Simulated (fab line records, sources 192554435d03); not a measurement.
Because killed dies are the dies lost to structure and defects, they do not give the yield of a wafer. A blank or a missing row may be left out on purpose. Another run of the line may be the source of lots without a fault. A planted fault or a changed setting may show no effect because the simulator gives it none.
fab line records -- flow n5_finfet -- part 1 of 2: steps 1 to 4 of 6
record lots=23, wafers=69, last_day=18
route steps=1938 shown BEOL_M7@1311 BEOL_M8@1348 BEOL_M9@1416
lots untouched by any fault: they come from a run of this same line in which no faults occurred
start_h: the number of hours between the record's first day and the start of the first shown wafer of the lot -- wait_h: time in hours since the lot's previous step -- " repeats the value in the row above -- L1.1+2: a row that stands for several wafers -- - no value, or no start was given -- * or withheld: withheld -- < > ~ a bound
route shown NAME@n: a module of which the file shows steps, and the number in the route of the first -- usual: the fault-free wafers' mean and standard deviation -- same: alike in all rows -- chamber/n: place in a boat -- sites: per-site readings -- _std_site: standard deviation across them -- _edge_site: mean of outer sites minus mean of inner sites -- radius_mm: how far each site lies from the wafer's centre -- mask NAME#n: copy n -- behind: the most recent tool/chamber to have shaped the wafer -- hold: the reason the lot was held/the length of the hold in hours/how it ended -- device: names the non-switching transistor (n, p or np) -- end of line: the route-end tests of the same wafers -- for a step that has no rows: nothing shown but its recipe -- killed: count of dies lost to structure and defects at first sort (not the wafer's yield) -- map: per-die view of a wafer (x killed, . not killed, _ where there is no die)
set.NAME: the setting the step ran with; set.NAME@STEP: the setting that earlier step ran with -- model.NAME: the simulator's own value behind a step, which no gauge read
steps of the route over a sample of lots; a table a step, a row a wafer
services: when a tool's chamber went out of use (start_h, in hours from the record's first day, below 0 if earlier), for how many hours, and the reason
## steps
# step N5_BEOL_M7_OCD_MEAS_38
# usual trench_depth_nm=92.9/1.6
lot.wafer,tool,chamber,start_h,wait_h,trench_depth_nm
L074.1,ocd-02,-,196.15,-,94.5
L074.2,ocd-02,-,196.15,-,94.0
L074.3,ocd-02,-,196.15,-,91.5
L077.3,ocd-01,-,207.79,-,93.6
L077.4,ocd-01,-,207.79,-,92.6
L077.6,ocd-01,-,207.79,-,92.6
L076.3,ocd-01,-,211.63,-,91.8
L076.4,ocd-01,-,211.63,-,93.0
L076.6,ocd-01,-,211.63,-,91.8
L078.2,ocd-01,-,217.33,-,93.3
L078.4,ocd-01,-,217.33,-,92.5
L078.5,ocd-01,-,217.33,-,91.4
L079.3,ocd-01,-,223.80,-,94.2
L079.4,ocd-01,-,223.80,-,93.0
L079.6,ocd-01,-,223.80,-,92.5
L080.1,ocd-02,-,223.90,-,93.0
L080.4,ocd-02,-,223.90,-,89.1
L080.6,ocd-02,-,223.90,-,93.1
L081.1,ocd-01,-,226.31,-,94.1
L081.2,ocd-01,-,226.31,-,92.5
L081.5,ocd-01,-,226.31,-,93.4
L082.1,ocd-02,-,236.60,-,93.5
L082.4,ocd-02,-,236.60,-,92.1
L082.5,ocd-02,-,236.60,-,92.2
L083.1,ocd-01,-,244.65,-,93.0
L083.2,ocd-01,-,244.65,-,93.8
L083.5,ocd-01,-,244.65,-,92.3
L085.2,ocd-01,-,254.69,-,93.7
L085.4,ocd-01,-,254.69,-,90.3
L085.6,ocd-01,-,254.69,-,92.8
L086.1,ocd-02,-,270.57,-,94.8
L086.2,ocd-02,-,270.57,-,94.5
L086.4,ocd-02,-,270.57,-,95.2
L088.2,ocd-01,-,277.27,-,92.0
L088.5,ocd-01,-,277.27,-,92.9
L088.6,ocd-01,-,277.27,-,95.1
L084.1,ocd-02,-,277.34,-,95.8
L084.5,ocd-02,-,277.34,-,91.1
L084.6,ocd-02,-,277.34,-,91.9
L087.1,ocd-02,-,278.52,-,91.7
L087.2,ocd-02,-,278.52,-,94.2
L087.6,ocd-02,-,278.52,-,91.7
L090.2,ocd-01,-,281.10,-,91.1
L090.3,ocd-01,-,281.10,-,94.4
L090.4,ocd-01,-,281.10,-,92.0
L089.3,ocd-01,-,285.51,-,94.4
L089.4,ocd-01,-,285.51,-,93.0
L089.5,ocd-01,-,285.51,-,92.2
L091.1,ocd-02,-,294.44,-,93.4
L091.3,ocd-02,-,294.44,-,96.2
L091.4,ocd-02,-,294.44,-,92.0
L092.2,ocd-02,-,305.30,-,89.6
L092.5,ocd-02,-,305.30,-,94.5
L092.6,ocd-02,-,305.30,-,90.6
L093.1,ocd-02,-,312.53,-,93.6
L093.2,ocd-02,-,312.53,-,93.3
L093.3,ocd-02,-,312.53,-,94.3
L094.4,ocd-01,-,314.22,-,91.8
L094.5,ocd-01,-,314.22,-,94.7
L094.6,ocd-01,-,314.22,-,92.8
L096.1,ocd-01,-,322.48,-,95.8
L096.2,ocd-01,-,322.48,-,91.8
L096.4,ocd-01,-,322.48,-,93.5
L095.2,ocd-01,-,322.65,-,92.3
L095.4,ocd-01,-,322.65,-,92.6
L095.5,ocd-01,-,322.65,-,89.7
L097.4,ocd-01,-,338.07,-,93.3
L097.5,ocd-01,-,338.07,-,92.8
L097.6,ocd-01,-,338.07,-,93.0
# step N5_BEOL_M8_DESCUM_16
# recipe chemistry=O2, time_s=7.9, source_power_w=50, bias_power_w=20, pressure_mtorr=20, rf_frequency_hz=2.712e+07, temp_c=40, resist=CAR-ArF, o2_flow_sccm=225
# usual drypump_motor_current_A=5.5/0.36, oes_product_au=0.75/0.079, rf_vpp_V=242.8/1.6, showerhead_plenum_p_Torr=2.07/0.088, throttle_valve_pct=20.38/0.13
lot.wafer,tool,chamber,start_h,wait_h,drypump_motor_current_A,oes_product_au,rf_hours_counter_h,rf_vpp_V,showerhead_plenum_p_Torr,throttle_valve_pct
L074.1,rie_diel-05,2,201.42,0.0,5.9,0.71,204,244.6,2.18,20.45
L074.2,rie_diel-05,1,201.42,0.0,5.5,0.73,200,242.7,1.97,20.40
L074.3,rie_diel-05,0,201.42,0.0,4.9,0.79,89,243.0,2.11,20.05
L077.3,rie_diel-05,3,212.17,0.0,5.7,0.89,26,244.6,2.20,20.16
L077.4,rie_diel-05,2,212.17,0.0,5.9,0.70,-,244.1,2.17,20.43
L077.6,rie_diel-05,0,212.17,0.0,5.0,0.79,-,243.9,2.11,20.05
L076.3,rie_diel-02,2,217.27,1.0,5.9,0.71,210,245.1,2.15,20.45
L076.4,rie_diel-02,0,217.27,1.0,5.7,0.70,211,241.4,1.98,20.43
L076.6,rie_diel-02,3,217.27,1.0,5.4,0.88,-,244.8,2.12,20.27
L078.2,rie_diel-05,1,223.55,1.4,5.5,0.72,207,241.9,1.97,20.40
L078.4,rie_diel-05,2,223.55,1.4,5.9,0.69,-,245.0,2.17,20.42
L078.5,rie_diel-05,3,223.55,1.4,5.7,0.88,-,244.7,2.20,20.18
L079.3,rie_diel-04,0,228.30,0.5,5.9,0.70,207,240.9,1.97,20.51
L079.4,rie_diel-04,2,228.30,0.5,4.8,0.86,54,243.2,2.05,20.38
L079.6,rie_diel-04,0,228.30,0.5,5.9,0.69,-,241.7,1.97,20.52
L080.1,rie_diel-02,1,228.74,0.8,5.0,0.85,51,242.8,2.14,20.27
L080.4,rie_diel-02,3,228.74,0.8,5.4,0.87,53,243.5,2.12,20.28
L080.6,rie_diel-02,2,228.74,0.8,5.9,0.70,-,244.6,2.15,20.48
L081.1,rie_diel-04,0,232.36,1.0,5.9,0.69,210,241.6,1.97,20.51
L081.2,rie_diel-04,3,232.36,1.0,5.6,0.69,207,240.8,1.97,20.32
L081.5,rie_diel-04,2,232.36,1.0,4.8,0.86,-,242.8,2.05,20.37
L082.1,rie_diel-02,3,241.35,0.3,5.4,0.86,60,245.3,2.12,20.29
L082.4,rie_diel-02,1,241.35,0.3,5.0,0.85,57,244.8,2.14,20.28
L082.5,rie_diel-02,0,241.35,0.3,5.6,0.70,-,241.2,1.98,20.45
L083.1,rie_diel-05,3,249.49,0.3,5.7,0.85,40,245.2,2.20,20.20
L083.2,rie_diel-05,0,249.49,0.3,5.0,0.78,96,244.2,2.11,20.03
L083.5,rie_diel-05,1,249.49,0.3,5.5,0.72,-,241.0,1.96,20.42
L085.2,rie_diel-04,1,262.34,0.0,5.3,0.70,241,243.3,2.14,20.59
L085.4,rie_diel-04,3,262.34,0.0,5.6,0.68,219,241.3,1.96,20.32
L085.6,rie_diel-04,0,262.34,0.0,5.9,0.68,-,242.7,1.96,20.53
L086.1,rie_diel-02,3,275.18,0.0,5.4,0.85,72,243.8,2.11,20.32
L086.2,rie_diel-02,2,275.18,0.0,5.9,0.69,234,243.7,2.14,20.50
L086.4,rie_diel-02,0,275.18,0.0,5.7,0.68,234,241.1,1.97,20.46
L088.2,rie_diel-02,1,282.39,0.0,4.9,0.82,70,243.7,2.14,20.30
L088.5,rie_diel-02,0,282.39,0.0,5.6,0.69,-,243.5,1.97,20.46
L088.6,rie_diel-02,3,282.39,0.0,5.4,0.85,-,244.6,2.11,20.31
L084.1,rie_diel-04,3,282.86,0.2,5.6,0.68,229,241.1,1.96,20.34
L084.5,rie_diel-04,1,282.86,0.2,5.3,0.68,-,245.2,2.14,20.61
L084.6,rie_diel-04,0,282.86,0.2,5.9,0.68,-,241.9,1.96,20.54
L087.1,rie_diel-05,0,285.88,0.0,4.9,0.76,109,244.1,2.10,20.08
L087.2,rie_diel-05,2,285.88,0.0,5.9,0.68,232,242.1,2.17,20.48
L087.6,rie_diel-05,3,285.88,0.0,5.7,0.84,-,244.5,2.19,20.22
L090.2,rie_diel-04,1,286.06,0.0,5.3,0.69,249,243.6,2.14,20.61
L090.3,rie_diel-04,0,286.06,0.0,5.9,0.67,229,243.0,1.96,20.54
L090.4,rie_diel-04,2,286.06,0.0,4.8,0.83,77,240.6,2.04,20.40
L089.3,rie_diel-05,1,289.67,0.1,5.5,0.71,226,239.9,1.96,20.43
L089.4,rie_diel-05,0,289.67,0.1,5.0,0.77,111,243.9,2.10,20.08
L089.5,rie_diel-05,2,289.67,0.1,5.9,0.69,-,243.0,2.16,20.48
L091.1,rie_diel-04,3,300.07,0.1,5.6,0.68,236,241.7,1.96,20.35
L091.3,rie_diel-04,0,300.07,0.1,5.9,0.67,235,242.0,1.96,20.56
L091.4,rie_diel-04,3,300.07,0.1,5.7,0.67,-,241.6,1.96,20.35
L092.2,rie_diel-05,0,309.61,0.0,4.9,0.75,120,243.2,2.10,20.08
L092.5,rie_diel-05,2,309.61,0.0,5.9,0.67,-,242.7,2.16,20.48
L092.6,rie_diel-05,1,309.61,0.0,5.5,0.70,-,241.5,1.96,20.44
L093.1,rie_diel-05,2,317.87,0.4,5.9,0.67,244,242.9,2.16,20.48
L093.2,rie_diel-05,3,317.87,0.4,5.7,0.81,67,245.6,2.19,20.23
L093.3,rie_diel-05,1,317.87,0.4,5.5,0.71,237,241.3,1.96,20.44
L094.4,rie_diel-02,0,319.81,0.1,5.7,0.67,-,241.1,1.97,20.49
L094.5,rie_diel-02,1,319.81,0.1,4.9,0.80,-,242.0,2.13,20.32
L094.6,rie_diel-02,2,319.81,0.1,5.9,0.68,-,244.8,2.13,20.54
L096.1,rie_diel-04,1,327.38,0.1,5.3,0.95,7,243.4,2.13,20.30
L096.2,rie_diel-04,2,327.38,0.1,4.8,0.82,93,243.5,2.03,20.45
L096.4,rie_diel-04,0,327.38,0.1,5.8,0.66,247,239.2,1.96,20.57
L095.2,rie_diel-02,1,327.50,0.0,5.0,0.79,88,243.1,2.13,20.32
L095.4,rie_diel-02,1,327.50,0.0,5.0,0.80,-,243.0,2.13,20.33
L095.5,rie_diel-02,0,327.50,0.0,5.7,0.67,-,240.7,1.97,20.49
L097.4,rie_diel-04,3,345.85,0.0,5.6,0.66,-,241.4,1.95,20.38
L097.5,rie_diel-04,1,345.85,0.0,5.3,0.93,-,244.4,2.13,20.31
L097.6,rie_diel-04,2,345.85,0.0,4.8,0.81,-,241.0,2.03,20.46
# step N5_BEOL_M8_ETCH_66
# recipe chemistry=N2/H2, target=SOC, target_depth_a=800, overetch_a=160, mask_material=SiARC, temp_c=40, time_s=120, ion_energy_ev=200, pressure_mtorr=30, source_w=840, bias_w=150, n2_flow_sccm=200, h2_flow_sccm=200
# usual drypump_motor_current_A=5.5/0.38, oes_product_au=0.58/0.058, rf_vpp_V=523/3, showerhead_plenum_p_Torr=2.52/0.1, throttle_valve_pct=17.83/0.22
lot.wafer,tool,chamber,start_h,wait_h,drypump_motor_current_A,oes_product_au,rf_hours_counter_h,rf_vpp_V,showerhead_plenum_p_Torr,throttle_valve_pct
L074.1,rie_diel-04,2,203.34,0.0,4.8,0.66,50,521,2.47,17.57
L074.2,rie_diel-04,0,203.34,0.0,5.9,0.53,205,521,2.42,18.01
L074.3,rie_diel-04,1,203.34,0.0,5.3,0.54,224,526,2.60,17.95
L077.3,rie_diel-05,3,214.53,0.1,5.8,0.68,-,529,2.71,17.68
L077.4,rie_diel-05,2,214.53,0.1,5.9,0.54,-,528,2.63,17.87
L077.6,rie_diel-05,3,214.53,0.1,5.7,0.67,-,528,2.71,17.69
L076.3,rie_diel-02,1,219.90,0.0,5.0,0.65,46,525,2.58,17.45
L076.4,rie_diel-02,2,219.90,0.0,5.9,0.55,211,526,2.64,18.03
L076.6,rie_diel-02,3,219.90,0.0,5.4,0.66,-,526,2.57,17.61
L078.2,rie_diel-02,0,226.32,0.0,5.7,0.53,216,519,2.43,18.12
L078.4,rie_diel-02,1,226.32,0.0,5.0,0.65,49,525,2.58,17.46
L078.5,rie_diel-02,2,226.32,0.0,5.9,0.54,-,524,2.64,18.04
L079.3,rie_diel-04,3,231.15,0.0,5.6,0.54,207,519,2.42,17.85
L079.4,rie_diel-04,1,231.15,0.0,5.3,0.53,228,527,2.60,17.96
L079.6,rie_diel-04,1,231.15,0.0,5.3,0.54,-,528,2.60,17.97
L080.1,rie_diel-02,1,231.34,0.0,5.0,0.64,52,524,2.58,17.48
L080.4,rie_diel-02,2,231.34,0.0,5.9,0.54,218,526,2.63,18.04
L080.6,rie_diel-02,0,231.34,0.0,5.7,0.54,-,520,2.43,18.12
L081.1,rie_diel-04,3,234.17,0.0,5.6,0.53,208,521,2.41,17.85
L081.2,rie_diel-04,1,234.17,0.0,5.3,0.54,229,525,2.60,17.98
L081.5,rie_diel-04,1,234.17,0.0,5.3,0.54,-,525,2.60,17.98
L082.1,rie_diel-05,3,244.04,0.0,5.7,0.66,37,529,2.70,17.70
L082.4,rie_diel-05,2,244.04,0.0,5.9,0.53,218,526,2.63,17.87
L082.5,rie_diel-05,0,244.04,0.0,5.0,0.60,-,524,2.57,17.44
L083.1,rie_diel-02,2,251.29,0.0,5.9,0.54,226,526,2.63,18.05
L083.2,rie_diel-02,3,251.29,0.0,5.4,0.66,63,524,2.56,17.62
L083.5,rie_diel-02,1,251.29,0.0,5.0,0.64,-,524,2.58,17.50
L085.2,rie_diel-04,0,264.60,0.0,5.9,0.53,223,520,2.41,18.05
L085.4,rie_diel-04,0,264.60,0.0,5.9,0.52,-,519,2.41,18.04
L085.6,rie_diel-04,3,264.60,0.0,5.6,0.53,-,520,2.41,17.88
L086.1,rie_diel-04,3,276.19,0.0,5.7,0.53,226,520,2.41,17.88
L086.2,rie_diel-04,2,276.19,0.0,4.8,0.64,73,523,2.46,17.62
L086.4,rie_diel-04,0,276.19,0.0,5.8,0.53,225,520,2.41,18.06
L084.1,rie_diel-04,2,285.08,0.0,4.8,0.64,77,523,2.46,17.64
L084.5,rie_diel-04,3,285.08,0.0,5.7,0.52,-,520,2.41,17.87
L084.6,rie_diel-04,2,285.08,0.0,4.8,0.64,-,523,2.46,17.61
L088.2,rie_diel-04,1,285.59,0.0,5.3,0.53,248,526,2.59,17.99
L088.5,rie_diel-04,1,285.59,0.0,5.3,0.53,-,526,2.59,17.99
L088.6,rie_diel-04,0,285.59,0.0,5.9,0.52,-,520,2.41,18.06
L090.2,rie_diel-02,3,287.26,0.0,5.4,0.65,75,524,2.56,17.64
L090.3,rie_diel-02,1,287.26,0.0,5.0,0.63,72,525,2.57,17.51
L090.4,rie_diel-02,0,287.26,0.0,5.6,0.53,238,519,2.42,18.16
L087.1,rie_diel-05,3,287.63,0.0,5.8,0.64,54,527,2.70,17.73
L087.2,rie_diel-05,0,287.63,0.0,5.0,0.59,110,526,2.56,17.47
L087.6,rie_diel-05,0,287.63,0.0,5.0,0.58,-,524,2.56,17.46
L089.3,rie_diel-05,2,290.80,0.0,5.9,0.53,235,525,2.62,17.92
L089.4,rie_diel-05,0,290.80,0.0,4.9,0.58,111,523,2.56,17.47
L089.5,rie_diel-05,3,290.80,0.0,5.7,0.65,-,529,2.70,17.72
L091.1,rie_diel-04,0,302.56,0.0,5.9,0.51,236,521,2.41,18.06
L091.3,rie_diel-04,2,302.56,0.0,4.8,0.63,83,522,2.45,17.63
L091.4,rie_diel-04,2,302.56,0.0,4.8,0.63,-,522,2.45,17.63
L092.2,rie_diel-02,1,312.14,0.0,5.0,0.62,79,524,2.57,17.52
L092.5,rie_diel-02,0,312.14,0.0,5.7,0.53,-,520,2.42,18.17
L092.6,rie_diel-02,1,312.14,0.0,4.9,0.61,-,525,2.57,17.53
L093.1,rie_diel-05,0,322.18,0.0,5.0,0.58,124,523,2.56,17.50
L093.2,rie_diel-05,3,322.18,0.0,5.7,0.63,68,527,2.69,17.74
L093.3,rie_diel-05,2,322.18,0.0,5.9,0.52,245,525,2.62,17.94
L094.4,rie_diel-04,1,322.34,0.0,5.3,0.72,5,527,2.59,17.63
L094.5,rie_diel-04,3,322.34,0.0,5.6,0.51,-,521,2.40,17.92
L094.6,rie_diel-04,0,322.34,0.0,5.9,0.51,-,521,2.40,18.06
L096.1,rie_diel-05,3,329.89,0.0,5.7,0.63,70,527,2.69,17.75
L096.2,rie_diel-05,2,329.89,0.0,5.9,0.53,248,525,2.61,17.94
L096.4,rie_diel-05,0,329.89,0.0,5.0,0.58,127,522,2.55,17.49
L095.2,rie_diel-02,0,330.24,0.0,5.6,0.52,255,520,2.42,18.19
L095.4,rie_diel-02,1,330.24,0.0,4.9,0.60,-,525,2.56,17.54
L095.5,rie_diel-02,3,330.24,0.0,5.4,0.63,-,524,2.55,17.65
L097.4,rie_diel-04,3,352.17,0.0,5.6,0.51,-,518,2.40,17.93
L097.5,rie_diel-04,2,352.17,0.0,4.8,0.62,-,522,2.45,17.67
L097.6,rie_diel-04,1,352.17,0.0,5.3,0.69,-,527,2.58,17.66
# step N5_BEOL_M8_STRIP_36
# recipe chemistry=N2/H2, power_w=450, temp_c=40, pressure_mtorr=20, rf_frequency_hz=6e+07, overash_fraction=0.3, bias_power_w=7, h2_frac=0.5, n2_flow_sccm=200, h2_flow_sccm=200
# usual drypump_motor_current_A=5.5/0.38, oes_product_au=0.75/0.081, rf_vpp_V=59.1/1.7, showerhead_plenum_p_Torr=2.52/0.1, throttle_valve_pct=23.62/0.26
lot.wafer,tool,chamber,start_h,wait_h,drypump_motor_current_A,oes_product_au,rf_hours_counter_h,rf_vpp_V,showerhead_plenum_p_Torr,throttle_valve_pct
L074.1,rie_diel-04,2,203.49,0.0,4.8,0.88,50,57.0,2.46,23.29
L074.2,rie_diel-04,0,203.49,0.0,5.9,0.69,205,61.3,2.41,23.88
L074.3,rie_diel-04,1,203.49,0.0,5.3,0.70,224,59.1,2.60,23.67
L077.3,rie_diel-05,3,214.74,0.0,5.7,0.89,-,59.8,2.70,23.56
L077.4,rie_diel-05,2,214.74,0.0,5.9,0.70,-,58.2,2.63,23.69
L077.6,rie_diel-05,3,214.74,0.0,5.7,0.88,-,62.6,2.70,23.56
L076.3,rie_diel-02,1,220.05,0.0,5.0,0.86,46,59.2,2.58,23.27
L076.4,rie_diel-02,2,220.05,0.0,5.9,0.71,211,56.6,2.63,23.68
L076.6,rie_diel-02,3,220.05,0.0,5.4,0.89,-,57.2,2.56,23.34
L078.2,rie_diel-02,0,226.47,0.0,5.7,0.70,216,58.3,2.43,24.14
L078.4,rie_diel-02,1,226.47,0.0,5.0,0.85,49,57.1,2.58,23.29
L078.5,rie_diel-02,2,226.47,0.0,5.9,0.70,-,60.2,2.63,23.69
L079.3,rie_diel-04,3,231.30,0.0,5.6,0.69,207,59.4,2.41,23.55
L079.4,rie_diel-04,1,231.30,0.0,5.3,0.71,228,62.3,2.60,23.71
L079.6,rie_diel-04,1,231.30,0.0,5.3,0.71,-,60.4,2.60,23.71
L080.1,rie_diel-02,1,231.49,0.0,5.0,0.83,52,55.1,2.58,23.30
L080.4,rie_diel-02,2,231.49,0.0,6.0,0.69,218,59.3,2.63,23.71
L080.6,rie_diel-02,0,231.49,0.0,5.7,0.70,-,58.4,2.43,24.14
L081.1,rie_diel-04,3,234.33,0.0,5.7,0.68,208,58.3,2.41,23.58
L081.2,rie_diel-04,1,234.33,0.0,5.3,0.69,230,57.7,2.60,23.71
L081.5,rie_diel-04,1,234.33,0.0,5.3,0.71,-,60.1,2.60,23.69
L082.1,rie_diel-05,3,244.19,0.0,5.7,0.88,37,62.5,2.70,23.57
L082.4,rie_diel-05,2,244.19,0.0,5.9,0.69,218,60.4,2.62,23.74
L082.5,rie_diel-05,0,244.19,0.0,5.0,0.79,-,58.5,2.56,23.15
L083.1,rie_diel-02,2,251.44,0.0,5.9,0.69,226,58.3,2.63,23.71
L083.2,rie_diel-02,3,251.44,0.0,5.4,0.87,63,60.6,2.56,23.34
L083.5,rie_diel-02,1,251.44,0.0,4.9,0.84,-,57.2,2.57,23.31
L085.2,rie_diel-04,0,264.75,0.0,5.9,0.68,223,59.4,2.41,23.90
L085.4,rie_diel-04,0,264.75,0.0,5.8,0.68,-,59.6,2.41,23.90
L085.6,rie_diel-04,3,264.75,0.0,5.6,0.69,-,60.0,2.41,23.55
L086.1,rie_diel-04,3,276.34,0.0,5.7,0.67,227,60.1,2.40,23.58
L086.2,rie_diel-04,2,276.34,0.0,4.8,0.83,74,59.3,2.45,23.34
L086.4,rie_diel-04,0,276.34,0.0,5.9,0.68,225,58.9,2.41,23.89
L084.1,rie_diel-04,2,285.24,0.0,4.8,0.84,77,60.4,2.45,23.33
L084.5,rie_diel-04,3,285.24,0.0,5.6,0.67,-,59.5,2.40,23.58
L084.6,rie_diel-04,2,285.24,0.0,4.8,0.83,-,58.9,2.45,23.34
L088.2,rie_diel-04,1,285.74,0.0,5.3,0.69,249,60.1,2.59,23.72
L088.5,rie_diel-04,1,285.74,0.0,5.3,0.68,-,60.1,2.59,23.72
L088.6,rie_diel-04,0,285.74,0.0,5.9,0.68,-,61.7,2.40,23.90
L090.2,rie_diel-02,3,287.42,0.0,5.4,0.85,75,61.4,2.55,23.40
L090.3,rie_diel-02,1,287.42,0.0,5.0,0.83,72,57.6,2.57,23.34
L090.4,rie_diel-02,0,287.42,0.0,5.7,0.69,238,55.5,2.42,24.14
L087.1,rie_diel-05,3,287.78,0.0,5.7,0.84,54,59.5,2.69,23.59
L087.2,rie_diel-05,0,287.78,0.0,5.0,0.77,110,59.6,2.56,23.21
L087.6,rie_diel-05,0,287.78,0.0,4.9,0.77,-,59.6,2.56,23.21
L089.3,rie_diel-05,2,290.96,0.0,5.9,0.68,235,60.5,2.62,23.73
L089.4,rie_diel-05,0,290.96,0.0,5.0,0.76,112,59.8,2.56,23.21
L089.5,rie_diel-05,3,290.96,0.0,5.7,0.83,-,64.7,2.69,23.59
L091.1,rie_diel-04,0,302.71,0.0,5.9,0.67,236,60.0,2.40,23.94
L091.3,rie_diel-04,2,302.71,0.0,4.8,0.82,84,58.1,2.45,23.35
L091.4,rie_diel-04,2,302.71,0.0,4.8,0.83,-,58.1,2.45,23.35
L092.2,rie_diel-02,1,312.29,0.0,5.0,0.81,79,57.9,2.56,23.32
L092.5,rie_diel-02,0,312.29,0.0,5.7,0.67,-,58.9,2.42,24.16
L092.6,rie_diel-02,1,312.29,0.0,5.0,0.81,-,57.9,2.56,23.31
L093.1,rie_diel-05,0,322.33,0.0,5.0,0.75,125,57.8,2.55,23.23
L093.2,rie_diel-05,3,322.33,0.0,5.7,0.81,68,60.3,2.69,23.60
L093.3,rie_diel-05,2,322.33,0.0,5.9,0.67,245,58.3,2.61,23.74
L094.4,rie_diel-04,1,322.50,0.0,5.3,0.94,5,58.6,2.58,23.54
L094.5,rie_diel-04,3,322.50,0.0,5.6,0.68,-,60.9,2.40,23.60
L094.6,rie_diel-04,0,322.50,0.0,5.9,0.66,-,59.2,2.40,23.91
L096.1,rie_diel-05,3,330.04,0.0,5.7,0.81,70,60.8,2.68,23.63
L096.2,rie_diel-05,2,330.04,0.0,5.9,0.67,248,60.2,2.61,23.76
L096.4,rie_diel-05,0,330.04,0.0,5.0,0.75,127,58.4,2.55,23.22
L095.2,rie_diel-02,0,330.39,0.0,5.7,0.67,256,57.9,2.41,24.15
L095.4,rie_diel-02,1,330.39,0.0,5.0,0.81,-,60.5,2.56,23.33
L095.5,rie_diel-02,3,330.39,0.0,5.4,0.83,-,61.3,2.55,23.40
L097.4,rie_diel-04,3,352.30,0.0,5.7,0.66,-,57.0,2.39,23.64
L097.5,rie_diel-04,2,352.30,0.0,4.8,0.81,-,57.8,2.44,23.37
L097.6,rie_diel-04,1,352.30,0.0,5.3,0.92,-,59.8,2.58,23.54
